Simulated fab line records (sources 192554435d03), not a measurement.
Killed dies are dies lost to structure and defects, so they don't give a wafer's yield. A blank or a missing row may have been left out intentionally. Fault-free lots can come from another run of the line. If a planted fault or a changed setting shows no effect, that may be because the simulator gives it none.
Chamber matching ; flow n5-finfet ; 4 sister chambers for N5_BEOL_M6_ALD_77 on ald-metal-03
The step deposits TaN, target thk 2 nm, pulse time 2 s, purge time 3 s. 4 wafers are shown with their chamber, then 7 later ones without.

== WAFERS WITH THEIR CHAMBER ==
wafer;chamber;heater-power-w (W)
L074.1;0;348
L079.3;1;500
L093.2;2;459
L093.4;3;370

== WAFERS WHOSE CHAMBER IS MISSING ==
wafer;heater-power-w (W)
L093.6;343
L096.1;345
L096.4;385
L096.6;460
L097.2;450
L097.5;338
L097.6;507

== WHICH CHAMBER EACH ONE RAN IN ==
wafer;from the rows above;in truth
L093.6;0;0
L096.1;0;0
L096.4;3;3
L096.6;2;2
L097.2;2;2
L097.5;0;0
L097.6;1;1
Placed correctly: 7 of 7. Number that these rows cannot place: 0. Number placed wrongly: 0.
How it was worked out, from the rows above alone: a wafer's distance from a chamber is the root of the sum, over the readings, of the square of ((its reading less the chamber's mean) divided by the reading's scatter). If the next closest chamber is less than 2 further off than the closest, the wafer can't be placed; otherwise it belongs to the closest. Each chamber's mean is taken over the wafers shown for it. The scatter (one wafer shown for each chamber): square how far every hidden wafer sits from the nearest shown wafer, average those squares and take the square root.
